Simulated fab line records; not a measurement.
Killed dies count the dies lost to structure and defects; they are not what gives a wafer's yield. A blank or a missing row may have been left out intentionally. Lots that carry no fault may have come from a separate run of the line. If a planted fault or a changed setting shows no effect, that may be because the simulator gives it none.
One fault seen from 3 desks / flow nand-harc / every desk sees just its own numbers, and what lay behind them comes last

DESK OF THE TOOL OWNER: rie-diel-02
The tool's own readings at NHARC_P_BONDPAD_ETCH_12 (etches the open film in CHF3/O2, target depth 200 nm, time 100 s): means of the sampled wafers that have a number, for each lot that ran on this tool. If a lot's mean is further than 4 standard deviations from the usual mean, the lot is out of limits and carries the mark OUT (the distance appears in the brackets).
Columns: A = chf3-flow-sccm at NHARC_P_BONDPAD_ETCH_12, usual 50.00 sccm; B = drypump-motor-current-A at NHARC_P_BONDPAD_ETCH_12, usual 5.75 A; C = oes-product-au at NHARC_P_BONDPAD_ETCH_12, usual 0.944 a.u.; D = rf-fwd-power-W at NHARC_P_BONDPAD_ETCH_12, usual 496.2 W; E = rf-vpp-V at NHARC_P_BONDPAD_ETCH_12, usual 370.3 V; F = showerhead-plenum-p-Torr at NHARC_P_BONDPAD_ETCH_12, usual 2.39 Torr; G = throttle-valve-pct at NHARC_P_BONDPAD_ETCH_12, usual 20.574 %
lot=L635; first seen here=day 10 19:26; A=49.91; B=5.64; C=0.944; D=496.2; E=371.3; F=2.42; G=20.577
lot=L641; first seen here=day 12 11:55; A=49.98; B=5.71; C=0.986; D=562.8 (+35) OUT; E=370.1; F=2.39; G=20.557
lot=L650; first seen here=day 15 21:55; A=50.06; B=5.73; C=0.923; D=494.4; E=371.5; F=2.40; G=20.577
This desk's finding: out of limits on L641; first on L641, day 12 11:55 (rf-fwd-power-W at NHARC_P_BONDPAD_ETCH_12). In limits: L635, L650.

FROM THE METROLOGY DESK
What the gauges read for every lot (on any tool): the sampled wafers with a number, averaged. If a lot's mean is further than 4 standard deviations from the usual mean, the lot is out of limits and carries the mark OUT (the distance appears in the brackets).
Columns: A = overlay-x-nm at NHARC_P_BONDPAD_OVL_MEAS_38, usual -2 nm; B = overlay-y-nm at NHARC_P_BONDPAD_OVL_MEAS_38, usual 1 nm
lot=L628; first seen here=day 6 11:28; A=4; B=-10
lot=L629; first seen here=day 7 00:35; A=-2; B=7
lot=L630; first seen here=day 7 05:54; A=3; B=1
lot=L631; first seen here=day 7 16:23; A=-10; B=5
lot=L635; first seen here=day 10 19:07; A=-10; B=-7
lot=L634; first seen here=day 11 03:18; A=-9; B=6
lot=L633; first seen here=day 11 08:45; A=-10; B=-1
lot=L641; first seen here=day 12 11:37; A=2; B=7
lot=L645; first seen here=day 13 11:42; A=3; B=-0
lot=L646; first seen here=day 14 05:52; A=5; B=-1
lot=L647; first seen here=day 14 08:03; A=9; B=-2
lot=L650; first seen here=day 15 21:36; A=-10; B=-1
This desk found nothing out of limits on any of the 12 lots.

THE DEFECT DESK
For each lot, the counts of the inspections along the route, averaged over the sampled wafers that have a number. If a lot's mean is further than 4 standard deviations from the usual mean, the lot is out of limits and carries the mark OUT (the distance appears in the brackets).
Columns: A = raw-defect-count at NHARC_P_M2_INSPECT_27, usual 307
lot=L628; first seen here=day 6 09:37; A=339
lot=L629; first seen here=day 6 22:43; A=431
lot=L630; first seen here=day 7 04:02; A=267
lot=L631; first seen here=day 7 14:40; A=283
lot=L635; first seen here=day 10 16:46; A=263
lot=L634; first seen here=day 11 01:26; A=329
lot=L633; first seen here=day 11 06:53; A=321
lot=L641; first seen here=day 12 09:46; A=377
lot=L645; first seen here=day 13 09:49; A=416
lot=L646; first seen here=day 14 04:04; A=156
lot=L647; first seen here=day 14 06:17; A=326
lot=L650; first seen here=day 15 19:44; A=229
This desk found nothing out of limits on any of the 12 lots.

TAKEN TOGETHER
The tool owner's desk could have raised an alarm at day 12 11:55, on L641.
The metrology desk saw nothing out of limits.
Nothing out of limits was seen by the defect desk.
The metrology desk has L641 on record, within its limits.
The defect desk has L641 on record, within its limits.
Of the lots named, all ran NHARC_P_BONDPAD_ETCH_12 on rie-diel-02.

WHAT WAS PUT IN BY THE SIMULATOR
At NHARC_P_BONDPAD_ETCH_12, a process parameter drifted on rie-diel-02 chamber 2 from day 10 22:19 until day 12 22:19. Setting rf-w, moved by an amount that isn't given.
Struck lots among those shown: L641.
Each desk's first reading out of limits, in hours after the fault started: the tool owner's desk, 38.
